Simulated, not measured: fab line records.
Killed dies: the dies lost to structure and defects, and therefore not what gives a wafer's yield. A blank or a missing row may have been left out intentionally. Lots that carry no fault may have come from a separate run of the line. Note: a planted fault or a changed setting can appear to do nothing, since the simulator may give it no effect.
Comparing a struck lot with a sound one || flow n5Finfet || 19 out of 1938 route steps
Sound: the wafers L343.2, L343.3, L343.4. Struck: wafer L357.6. (L357.4, L357.5 of the same lot were not struck and are left out.) The cause comes at the end.
For every step that has rows: the tool of each side, followed by ch and its chambers, followed by its first start. Under that, the readings that differ: sound wafers || struck wafers || difference of the means || sigmas: that difference in standard deviations of wafers without a fault.
alike: same words and numbers on both sides, and readings whose means sit less than 2 such deviations apart. not compared: any withheld reading, any reading some wafer has no value for, any bound like >300 that may hide the same value, and any number with overlapping values for which the record gives no deviation.
The two part at a step that has a row with sigmas, a row that says differs or no value, or rows on one side only. Non-overlapping numbers with no deviation appear without sigmas and do not part them. Lack of a reading on every wafer of one side parts them only where that side has two or more wafers.

first, 9 steps without rows for these wafers: N5_BEOL_M2_COAT_67 (time 60 s, resist thk 60 nm); N5_BEOL_M2_COAT_68 (time 60 s, resist thk 12 nm); N5_BEOL_M2_COAT_76 (time 60 s, resist thk 5 nm); N5_BEOL_M2_COAT_22 (resist thk 30 nm); N5_BEOL_M2_EBR_24; N5_BEOL_M2_SOFTBAKE_23 (time 60 s); N5_BEOL_M2_EXPOSE_25 (exposes mask V1, defocus 5 nm); N5_BEOL_M2_PEB_26 (peb time 60 s); N5_BEOL_M2_DEVELOP_27 (develop time 30 s).
N5_BEOL_M2_CD_MEAS_28: target cd 26.2 nm, target cd y 24.1 nm.
  sound on cdSem-03 ch 0, day 8 09:20; struck on cdSem-02 ch 0, day 11 13:50
  alike: cdNm
N5_BEOL_M2_OVL_MEAS_29:
  sound on overlay-02 ch 0, day 8 09:23; struck on overlay-01 ch 0, day 11 13:52
  alike: V1_OVL
N5_BEOL_M2_INSPECT_30: inspects for defects (brightfield).
  struck on defectInspect-01, day 11 13:55; sound on defectInspect-01, day 8 09:26
  alike: rawDefectCount
N5_BEOL_M2_DESCUM_33: chemistry O2, time 7 s.
  sound on rieDiel-01 ch 0,2,3, day 8 09:28; struck on rieDiel-01 ch 0, day 11 13:58
{"reading": "model.CAR-EUV_of_BEOL_M2_COAT_22.thkNm (nm)", "sound": "26.2 26.2 26.4", "struck": 26.6, "difference": "+0.3", "sigmas": ""}
  alike: drypumpMotorCurrentA, o2FlowSccm, oesProductAu, rfVppV, showerheadPlenumPTorr, throttleValvePct
  not compared: rfHoursCounterH
N5_BEOL_M2_ETCH_77: etches underlayer in N2/H2, target depth 6.5 nm, time 5.2 s.
  sound on rieDiel-01 ch 0,2,3, day 8 09:30; struck on rieDiel-01 ch 0, day 11 13:59
  alike: drypumpMotorCurrentA, etchRfOnTimeS, n2FlowSccm, oesProductAu, rfVppV, showerheadPlenumPTorr, throttleValvePct
  not compared: rfHoursCounterH
N5_BEOL_M2_ETCH_69: etches SiARC in CF4, target depth 15.6 nm, time 26 s.
  sound on rieDiel-01 ch 0,2,3, day 8 09:31; struck on rieDiel-01 ch 0, day 11 14:02
  alike: cf4FlowSccm, drypumpMotorCurrentA, etchRfOnTimeS, oesProductAu, rfVppV, showerheadPlenumPTorr, throttleValvePct
  not compared: rfHoursCounterH
N5_BEOL_M2_ALD_98: deposits SiO2, target thk 2.5 nm, pulse time 1 s, co reactant pulse time 1 s.
  sound on aldSin-02 ch 1,2,3, day 8 09:38; struck on aldSin-02 ch 0, day 11 14:05
{"reading": "susceptorTempC (C)", "sound": "99.95 99.82 99.91", "struck": 100.28, "difference": "+0.39", "sigmas": "+3"}
  alike: chamberPressureTorr, heaterPowerW, precursorPulseHeightRel
N5_BEOL_M2_ETCHBACK_99: etches SiO2 in CHF3, target depth 5 nm, time 10.4 s.
  sound on rieDiel-02 ch 0,1,2, day 8 12:38; struck on rieDiel-01 ch 1, day 11 21:31
{"reading": "throttleValvePct (%)", "sound": "16.98 17.02 16.93", "struck": 17.57, "difference": "+0.59", "sigmas": "+3"}
  alike: drypumpMotorCurrentA, oesProductAu, rfVppV, showerheadPlenumPTorr
  not compared: rfHoursCounterH, model.CAR-EUV_of_BEOL_M2_COAT_22.thkNm
N5_BEOL_M2_ETCH_70: etches SOC in N2/H2, target depth 80 nm, overetch 24 nm, time 130 s.
  sound on rieDiel-02 ch 0,1,2, day 8 12:40; struck on rieDiel-01 ch 1, day 11 21:34
{"reading": "rfVppV (V)", "sound": "521.6 527.7 525.4", "struck": 518.5, "difference": -6.4, "sigmas": -2}
{"reading": "throttleValvePct (%)", "sound": "17.61 17.79 17.75", "struck": 18.44, "difference": "+0.72", "sigmas": "+3"}
  alike: drypumpMotorCurrentA, n2FlowSccm, oesProductAu, showerheadPlenumPTorr
  not compared: rfHoursCounterH
N5_BEOL_M4_RC_MEAS_101:
  sound on prober-02 ch 0, day 9 15:26; struck on prober-02 ch 0, day 13 00:36
{"reading": "DIBL_P (mV/V)", "sound": "37.7 36.0 36.7", "struck": 41.3, "difference": "+4.5", "sigmas": "+2"}
{"reading": "IOFF_N (nA/um)", "sound": "0.178 0.170 0.154", "struck": 0.252, "difference": "+0.085", "sigmas": "+3"}
{"reading": "IOFF_P (nA/um)", "sound": "0.25 0.22 0.22", "struck": 0.31, "difference": "+0.08", "sigmas": "+2"}
{"reading": "SS_N (mV/dec)", "sound": "71.1 71.5 71.7", "struck": 73.1, "difference": "+1.7", "sigmas": "+3"}
  alike: DIBL_N, ION_N, ION_P, SS_P, VT_N, VT_P

## WHERE THEY PART
First at N5_BEOL_M2_ALD_98; last, within this record, at N5_BEOL_M4_RC_MEAS_101.

WHY: what had been put in by the simulator
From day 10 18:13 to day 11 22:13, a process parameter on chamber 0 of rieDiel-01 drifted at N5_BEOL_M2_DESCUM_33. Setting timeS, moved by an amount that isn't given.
